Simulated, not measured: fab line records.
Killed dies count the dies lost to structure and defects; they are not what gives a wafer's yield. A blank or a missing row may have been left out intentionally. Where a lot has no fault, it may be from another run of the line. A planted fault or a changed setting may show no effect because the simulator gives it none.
fab line records | flow nand_harc
record: lots: 5 | wafers: 15 | last_day: 31
route steps=1302 shown P_GATE@185 END@1302
lots that met no fault: taken from a fault-free run of the same line
start_h: start of the lot's first displayed wafer, in hours after the record's first day | wait_h: how many hours have passed since the lot's step before this one | " identical to the entry in the row above | L1.1+2: one row covering several wafers at once | - no value, or no start given | * or withheld: withheld | < > ~ a bound
route shown NAME@n: NAME is a module with steps in the file, n the number in the route of the first one | usual: mean/standard deviation taken from wafers without a fault | same: alike in all rows | chamber/n: place in a boat | sites: readings site by site | _std_site: how widely they spread, as a standard deviation | _edge_site: inner sites' mean taken away from outer sites' mean | radius_mm: for every site, how far away it sits from the centre of the wafer | mask NAME#n: copy n | behind: tool/chamber where the wafer was last shaped | hold: cause of the lot's hold/its duration in hours/its outcome | device: which transistor (n, p or np) failed to switch | end of line: at the end of the route, the tests of the same wafers | step lacking rows: just its recipe | killed: count of dies lost to structure and defects at first sort (not the wafer's yield) | map: the dies of a wafer, with x for killed, . for not killed, _ for no die there
set.NAME: setting as actually run; set.NAME@STEP: the setting as run at that earlier step | model.NAME: the simulator's own value behind a step, which no gauge read
lots at some steps of the route; a table a step, a row a wafer
services: a tool's chamber out of use, with start hour (start_h, from the record's first day; less than 0 if before it), hours out, and reason
== steps ==
step: NHARC_P_GATE_CD_MEAS_59
recipe: target_cd_nm: 720 | landing_energy_ev: 500
usual: cd_nm: 720.1/2
lot.wafer | tool      | chamber | start_h | wait_h | cd_nm
L766.2    | cd_sem-02 | 0       | 147.26  | -      | 722.5
L766.5    | "         | 0       | "       | "      | 720.0
L766.6    | "         | 0       | "       | "      | 718.3
L771.1    | cd_sem-03 | 0       | 198.42  | -      | 721.1
L771.3    | "         | 0       | "       | "      | 722.6
L771.4    | "         | 0       | "       | "      | 722.8
L775.1    | cd_sem-02 | 0       | 246.50  | -      | 717.9
L775.4    | "         | 0       | "       | "      | 720.0
L775.5    | "         | 0       | "       | "      | 720.6
L776.3    | cd_sem-03 | 0       | 260.72  | -      | 722.2
L776.5    | "         | 0       | "       | "      | 720.7
L776.6    | "         | 0       | "       | "      | 718.8
L778.2    | cd_sem-03 | 0       | 271.63  | -      | 719.4
L778.4    | "         | 0       | "       | "      | 721.9
L778.6    | "         | 0       | "       | "      | 722.0
step: NHARC_P_GATE_HARDBAKE_60
recipe: temp_c: 125 | time_s: 80
step: NHARC_P_GATE_DESCUM_61
recipe: time_s: 3 | o2_flow_sccm: 200 | ar_flow_sccm: 0 | bias_power_w: 0 | chemistry: O2
usual: chamber_pressure_mTorr: 60.00/0.057 | drypump_motor_current_A: 5.7/0.45 | o2_flow_sccm: 200.0/0.58 | oes_product_au: 1.004/0.0089 | rf_vpp_V: 58.0/0.83 | showerhead_plenum_p_Torr: 1.94/0.068 | throttle_valve_pct: 11.311/0.0095
lot.wafer | tool        | chamber | start_h | wait_h | chamber_pressure_mTorr | drypump_motor_current_A | o2_flow_sccm | oes_product_au | rf_hours_counter_h | rf_vpp_V | showerhead_plenum_p_Torr | throttle_valve_pct
L766.2    | rie_diel-10 | 3       | 147.42  | -      | 59.99                  | 5.1                     | 200.1        | 0.998          | 5                  | 58.6     | 1.95                     | 11.321
L766.6    | "           | 3       | "       | "      | 59.96                  | 5.1                     | 199.8        | 1.009          | -                  | 57.5     | 1.95                     | 11.307
L766.5    | "           | 0       | "       | "      | 60.10                  | 5.8                     | 199.4        | 1.012          | -                  | 57.2     | 1.88                     | 11.308
L771.1    | rie_diel-04 | 2       | 198.59  | -      | 60.03                  | 5.9                     | 199.5        | 0.997          | 0                  | 58.1     | 1.84                     | 11.295
L771.4    | "           | 3       | "       | "      | 59.87                  | 5.4                     | 200.0        | 1.003          | 0                  | 58.4     | 1.92                     | 11.282
L771.3    | "           | 1       | "       | "      | 59.99                  | 6.0                     | 199.8        | 0.988          | 0                  | 57.3     | 2.06                     | 11.305
L775.1    | rie_diel-09 | 2       | 246.68  | -      | 59.91                  | 5.8                     | 200.0        | 0.991          | 5                  | 57.1     | 1.88                     | 11.312
L775.5    | "           | 2       | "       | "      | 60.00                  | 5.8                     | 199.4        | 0.998          | -                  | 57.5     | 1.88                     | 11.327
L775.4    | "           | 3       | "       | "      | 59.98                  | 6.0                     | 200.1        | 1.009          | -                  | 57.6     | 2.01                     | 11.315
L776.3    | rie_diel-10 | 2       | 260.90  | -      | 60.05                  | 5.0                     | 200.1        | 1.013          | 0                  | 58.8     | 2.03                     | 11.304
L776.5    | "           | 0       | "       | "      | 59.90                  | 5.8                     | 199.9        | 1.001          | -                  | 58.6     | 1.87                     | 11.318
L776.6    | "           | 1       | "       | "      | 59.94                  | 5.9                     | 199.1        | 1.008          | -                  | 57.4     | 1.90                     | 11.305
L778.4    | rie_diel-10 | 0       | 271.81  | -      | 59.99                  | 5.8                     | 199.6        | 1.005          | 1                  | 58.6     | 1.87                     | 11.304
L778.2    | "           | 1       | "       | "      | 59.86                  | 5.9                     | 200.3        | 1.009          | 1                  | 57.6     | 1.90                     | 11.309
L778.6    | "           | 2       | "       | "      | 60.01                  | 5.0                     | 200.3        | 1.011          | -                  | 58.3     | 2.03                     | 11.322
step: NHARC_P_GATE_IMPLANT_62
recipe: energy_kev: 20 | dose_cm2: 3e+15 | tilt_deg: 7
step: NHARC_P_GATE_STRIP_112
recipe: power_w: 1500 | temp_c: 110 | time_s: 200 | chemistry: N2/H2
usual: drypump_motor_current_A: 5.4/0.4 | heater_power_w: 84/5
lot.wafer | tool            | chamber | start_h | wait_h | drypump_motor_current_A | heater_power_w | rf_hours_counter_h
L766.2    | plasma_asher-01 | 0       | 150.78  | 0.4    | 5.3                     | 79             | 32
L766.6    | "               | 1       | "       | "      | 5.3                     | 82             | -
L766.5    | "               | 0       | "       | "      | 5.3                     | 77             | -
L771.1    | plasma_asher-02 | 0       | 198.95  | 0.2    | 4.8                     | 85             | 23
L771.4    | "               | 0       | "       | "      | 4.8                     | 85             | -
L771.3    | "               | 1       | "       | "      | 6.0                     | 83             | -
L775.1    | plasma_asher-01 | 1       | 247.05  | 0.2    | 5.3                     | 89             | 14
L775.4    | "               | 0       | "       | "      | 5.3                     | 77             | -
L775.5    | "               | 1       | "       | "      | 5.3                     | 91             | -
L776.3    | plasma_asher-01 | 1       | 261.38  | 0.3    | 5.3                     | 91             | -
L776.6    | "               | 0       | "       | "      | 5.3                     | 77             | -
L776.5    | "               | 1       | "       | "      | 5.3                     | 87             | -
L778.2    | plasma_asher-01 | 1       | 272.20  | 0.2    | 5.3                     | 92             | 20
L778.4    | "               | 1       | "       | "      | 5.3                     | 90             | -
L778.6    | "               | 1       | "       | "      | 5.3                     | 88             | -
step: NHARC_P_GATE_STRIP_76
recipe: power_w: 1500 | temp_c: 250 | chemistry: O2
usual: drypump_motor_current_A: 5.4/0.4 | heater_power_w: 315/19
lot.wafer | tool            | chamber | start_h | wait_h | drypump_motor_current_A | heater_power_w | rf_hours_counter_h
L766.2    | plasma_asher-01 | 0       | 151.01  | 0.2    | 5.3                     | 293            | 32
L766.6    | "               | 1       | "       | "      | 5.3                     | 305            | -
L766.5    | "               | 0       | "       | "      | 5.3                     | 285            | -
L771.1    | plasma_asher-02 | 0       | 199.22  | 0.2    | 4.8                     | 327            | 23
L771.4    | "               | 0       | "       | "      | 4.8                     | 324            | -
L771.3    | "               | 1       | "       | "      | 6.0                     | 311            | -
L775.1    | plasma_asher-01 | 1       | 247.32  | 0.2    | 5.3                     | 349            | 14
L775.4    | "               | 0       | "       | "      | 5.3                     | 283            | -
L775.5    | "               | 1       | "       | "      | 5.3                     | 331            | -
L776.3    | plasma_asher-01 | 1       | 261.54  | 0.1    | 5.3                     | 346            | -
L776.6    | "               | 0       | "       | "      | 5.3                     | 285            | -
L776.5    | "               | 1       | "       | "      | 5.3                     | 339            | -
L778.2    | plasma_asher-01 | 1       | 272.43  | 0.2    | 5.3                     | 339            | 21
L778.4    | "               | 1       | "       | "      | 5.3                     | 335            | -
L778.6    | "               | 1       | "       | "      | 5.3                     | 338            | -
step: NHARC_P_GATE_STRIP_63
recipe: time_s: 900 | temp_c: 130 | chemistry: SPM
step: NHARC_P_GATE_DEHYDRATE_83
recipe: temp_c: 150 | time_s: 120
step: NHARC_P_GATE_HMDS_84
recipe: time_s: 30
step: NHARC_P_GATE_COAT_85
recipe: spin_rpm: 3000
step: NHARC_P_GATE_SOFTBAKE_86
recipe: temp_c: 122 | time_s: 95
step: NHARC_P_GATE_EBR_87
step: NHARC_P_GATE_EXPOSE_88
recipe: na: 0.6 | target_cd_nm: 2000 | dose_mj: 11.87 | mask_id: P_HVN
usual: reticle_temp_C: 23.02/0.11
lot.wafer | tool           | chamber | start_h | wait_h | mask       | reticle_temp_C
L766.2    | krf_scanner-02 | 0       | 151.77  | -      | P_HVN#0    | 23.01
L766.5    | "              | 0       | "       | "      | P_HVN#0    | 23.10
L766.6    | "              | 0       | "       | "      | P_HVN#0    | 23.02
L771.1    | krf_scanner-01 | 0       | 199.98  | -      | P_HVN#0    | 22.78
L771.3    | "              | 0       | "       | "      | P_HVN#0    | 22.84
L771.4    | "              | 0       | "       | "      | P_HVN#0    | 22.91
L775.1    | krf_scanner-01 | 0       | 248.08  | -      | P_HVN_R1#0 | 22.77
L775.4    | "              | 0       | "       | "      | P_HVN_R1#0 | 22.84
L775.5    | "              | 0       | "       | "      | P_HVN_R1#0 | 22.89
L776.3    | krf_scanner-03 | 0       | 262.28  | -      | P_HVN#0    | 23.12
L776.5    | "              | 0       | "       | "      | P_HVN#0    | 23.11
L776.6    | "              | 0       | "       | "      | P_HVN#0    | 23.14
L778.2    | krf_scanner-02 | 0       | 273.18  | -      | P_HVN#0    | 23.02
L778.4    | "              | 0       | "       | "      | P_HVN#0    | 23.13
L778.6    | "              | 0       | "       | "      | P_HVN#0    | 23.01
step: NHARC_P_GATE_PEB_89
recipe: peb_temp_c: 118 | peb_time_s: 85
step: NHARC_P_GATE_DEVELOP_90
recipe: time_s: 70
step: NHARC_P_GATE_CD_MEAS_91
recipe: target_cd_nm: 2000 | landing_energy_ev: 500
usual: cd_nm: 1999.6/1.8
lot.wafer | tool      | chamber | start_h | wait_h | hold                     | cd_nm
L766.2    | cd_sem-02 | 0       | 151.92  | -      | -                        | 1999.3
L766.5    | "         | 0       | "       | "      | -                        | 1998.9
L766.6    | "         | 0       | "       | "      | -                        | 1998.0
L771.1    | cd_sem-01 | 0       | 200.14  | -      | -                        | 1998.3
L771.3    | "         | 0       | "       | "      | -                        | 1998.1
L771.4    | "         | 0       | "       | "      | -                        | 1998.1
L775.1    | cd_sem-02 | 0       | 248.23  | -      | await_dispo/0.2h/release | 1876.7
L775.4    | "         | 0       | "       | "      | await_dispo/0.2h/release | 1879.5
L775.5    | "         | 0       | "       | "      | await_dispo/0.2h/release | 1877.9
L775.1    | cd_sem-02 | 0       | -       | -      | -                        | 1876.8
L775.4    | "         | 0       | "       | "      | -                        | 1879.6
L775.5    | "         | 0       | "       | "      | -                        | 1877.5
L776.3    | cd_sem-02 | 0       | 262.43  | -      | -                        | 2003.0
L776.5    | "         | 0       | "       | "      | -                        | 1999.5
L776.6    | "         | 0       | "       | "      | -                        | 2001.7
L778.2    | cd_sem-01 | 0       | 273.34  | -      | -                        | 1997.2
L778.4    | "         | 0       | "       | "      | -                        | 1998.0
L778.6    | "         | 0       | "       | "      | -                        | 1999.1
step: NHARC_END_SORT_01
recipe: temp_c: 25
usual: defect_limited_yield: 91.0/2.8 | killed_at_array: 56/18 | killed_at_other: 1.4/1.5 | killed_at_periphery: 4/3.1 | killed_dies: 61/19 | killed_open: 3.5/1.8 | killed_short: 2.4/1.4
same: gross_dies: 677
lot.wafer | tool      | chamber | start_h | wait_h | defect_limited_yield[%] | killed_at_array | killed_at_other | killed_at_periphery | killed_dies | killed_open | killed_short
L766.2    | prober-02 | 0       | 601.75  | 2.8    | 88.3                    | 73              | 2               | 4                   | 79          | 6           | 3
L766.5    | prober-02 | 0       | 604.10  | 3.6    | 87.7                    | 73              | 4               | 6                   | 83          | 2           | 2
L766.6    | prober-02 | 0       | 604.88  | 3.9    | 87.9                    | 78              | 3               | 1                   | 82          | 4           | 2
L771.1    | prober-01 | 0       | 654.73  | 2.5    | 93.6                    | 31              | 3               | 9                   | 43          | 4           | 2
L771.3    | prober-01 | 0       | 656.32  | 3.1    | 92.5                    | 41              | 2               | 8                   | 51          | 6           | 2
L771.4    | prober-01 | 0       | 657.12  | 3.4    | 91.1                    | 47              | 1               | 12                  | 60          | 5           | 3
L776.3    | prober-02 | 0       | 730.84  | 3.1    | 94.1                    | 38              | 1               | 1                   | 40          | 1           | 3
L776.5    | prober-02 | 0       | 732.41  | 3.6    | 93.4                    | 43              | 2               | 0                   | 45          | 2           | 2
L776.6    | prober-02 | 0       | 733.19  | 3.9    | 93.1                    | 39              | 3               | 5                   | 47          | 6           | 1
killed by level:class
L766.2 A_CHANNEL_HOLE_D2:chamber_film_flake=31 A_CHANNEL_HOLE_D1:chamber_film_flake=26 A_STAIRCASE:chamber_film_flake=3 A_BLC:geometric_particle:open=2 A_M0:geometric_particle:open=2 A_DECK1_JOINT:chamber_film_flake=2 A_CHANNEL_FILL_D2:chamber_film_flake=2 THIN_TSV:chamber_film_flake=2
L766.5 A_CHANNEL_HOLE_D2:chamber_film_flake=31 A_CHANNEL_HOLE_D1:chamber_film_flake=30 THIN_TSV:chamber_film_flake=4 P_STI:chamber_film_flake=3 A_CHANNEL_FILL_D2:chamber_film_flake=3 P_ZERO_WELL:chamber_film_flake=2 A_WL_FILL:chamber_film_flake=2 P_CONTACT:geometric_particle:open=1
L766.6 A_CHANNEL_HOLE_D2:chamber_film_flake=35 A_CHANNEL_HOLE_D1:chamber_film_flake=30 A_CHANNEL_FILL_D2:chamber_film_flake=3 THIN_TSV:chamber_film_flake=3 A_WL_FILL:geometric_particle:open=2 A_BONDPAD:chamber_film_flake=2 P_CONTACT:geometric_particle:open=1 A_ONON_D1:geometric_particle:short=1
L771.1 A_CHANNEL_HOLE_D2:chamber_film_flake=15 A_STAIRCASE:chamber_film_flake=9 P_CONTACT:chamber_film_flake=6 THIN_TSV:chamber_film_flake=3 P_CONTACT:geometric_particle:open=2 A_CONTACT:chamber_film_flake=2 A_SOURCE_PLATE:geometric_particle:short=1 A_CHANNEL_HOLE_D2:geometric_particle:short=1
L771.3 A_CHANNEL_HOLE_D2:chamber_film_flake=17 A_STAIRCASE:chamber_film_flake=13 A_CHANNEL_HOLE_D1:chamber_film_flake=4 P_CONTACT:chamber_film_flake=2 P_BONDPAD:chamber_film_flake=2 THIN_TSV:chamber_film_flake=2 P_CONTACT:geometric_particle:open=1 A_ONON_D1:geometric_particle:open=1
L771.4 A_STAIRCASE:chamber_film_flake=19 A_CHANNEL_HOLE_D2:chamber_film_flake=13 P_CONTACT:chamber_film_flake=5 A_CHANNEL_HOLE_D1:chamber_film_flake=5 P_GATE:chamber_film_flake=2 A_CONTACT:chamber_film_flake=2 P_GATE:geometric_particle:open=1 P_M0:geometric_particle:short=1
L776.3 A_CHANNEL_HOLE_D2:chamber_film_flake=17 A_CHANNEL_HOLE_D1:chamber_film_flake=8 A_SLIT:chamber_film_flake=4 A_CONTACT:chamber_film_flake=3 A_SOURCE_PLATE:geometric_particle:short=1 A_CHANNEL_FILL_D1:geometric_particle:open=1 A_CHANNEL_FILL_D1:geometric_particle:short=1 A_ONON_D2:geometric_particle:short=1
L776.5 A_CHANNEL_HOLE_D2:chamber_film_flake=22 A_CHANNEL_HOLE_D1:chamber_film_flake=11 A_SLIT:chamber_film_flake=3 A_WL_FILL:geometric_particle:short=2 THIN_TSV:chamber_film_flake=2 A_CHANNEL_FILL_D1:geometric_particle:open=1 A_M0:geometric_particle:open=1 A_CONTACT:chamber_film_flake=1
L776.6 A_CHANNEL_HOLE_D2:chamber_film_flake=20 A_CHANNEL_HOLE_D1:chamber_film_flake=6 A_SLIT:chamber_film_flake=5 THIN_TSV:chamber_film_flake=2 P_CONTACT:geometric_particle:open=1 P_M0:geometric_particle:open=1 A_CHANNEL_FILL_D1:geometric_particle:short=1 A_DECK1_JOINT:geometric_particle:open=1
== services ==
tool            | chamber | start_h | hours | kind
rie_diel-10     | 0       | 123.50  | -     | clean
rie_diel-04     | 2       | 124.07  | 7.6   | repair
rie_diel-04     | 0       | 130.44  | 4.2   | repair
plasma_asher-01 | -       | 131.38  | 0.9   | repair
plasma_asher-01 | -       | 138.19  | 3.7   | repair
krf_scanner-01  | -       | 140.00  | 4.0   | pm
rie_diel-09     | -       | 143.10  | 9.0   | pm
plasma_asher-02 | -       | 150.38  | 2.6   | repair
plasma_asher-02 | -       | 153.00  | 3.4   | repair
plasma_asher-01 | -       | 165.00  | 9.0   | pm
plasma_asher-01 | 0       | 165.00  | 9.0   | vent_cycle
plasma_asher-01 | 1       | 165.00  | 9.0   | vent_cycle
krf_scanner-01  | -       | 169.85  | 5.5   | repair
plasma_asher-01 | 0       | 174.00  | -     | clean
plasma_asher-01 | 1       | 174.00  | -     | clean
rie_diel-04     | -       | 177.90  | 9.0   | pm
krf_scanner-02  | -       | 187.31  | 1.5   | repair
krf_scanner-03  | -       | 199.71  | 0.3   | repair
krf_scanner-03  | -       | 224.00  | 4.0   | pm
rie_diel-10     | -       | 242.50  | 9.0   | pm
rie_diel-09     | 1       | 246.60  | 14.7  | repair
plasma_asher-02 | -       | 249.00  | 9.0   | pm
krf_scanner-03  | -       | 249.70  | 0.9   | repair
krf_scanner-02  | -       | 266.00  | 4.0   | pm
== key ==
first_sign: step: NHARC_P_GATE_EXPOSE_88 | reading: mask | direction: changed
effect: step: NHARC_P_GATE_CD_MEAS_91 | reading: visit | direction: added
effect: step: NHARC_P_GATE_CD_MEAS_91 | reading: cd_nm | direction: down | sigmas: 68 | usual: 1999.6 | struck: 1878.0
met_at NHARC_P_GATE_EXPOSE_88
struck_wafers L775.1,L775.4,L775.5
scrapped_behind NHARC_P_GATE_CD_MEAS_91 L775.1,L775.4,L775.5
onset_between 199.98 248.08
fault: kind: wrong_mask | tool: any | chamber: - | onset_h: 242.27 | steps: NHARC_P_GATE_EXPOSE_88 | aux_copy: P_HVN_R1#0 | cd_offset_nm: -120.52 | scope: struck_lots_only
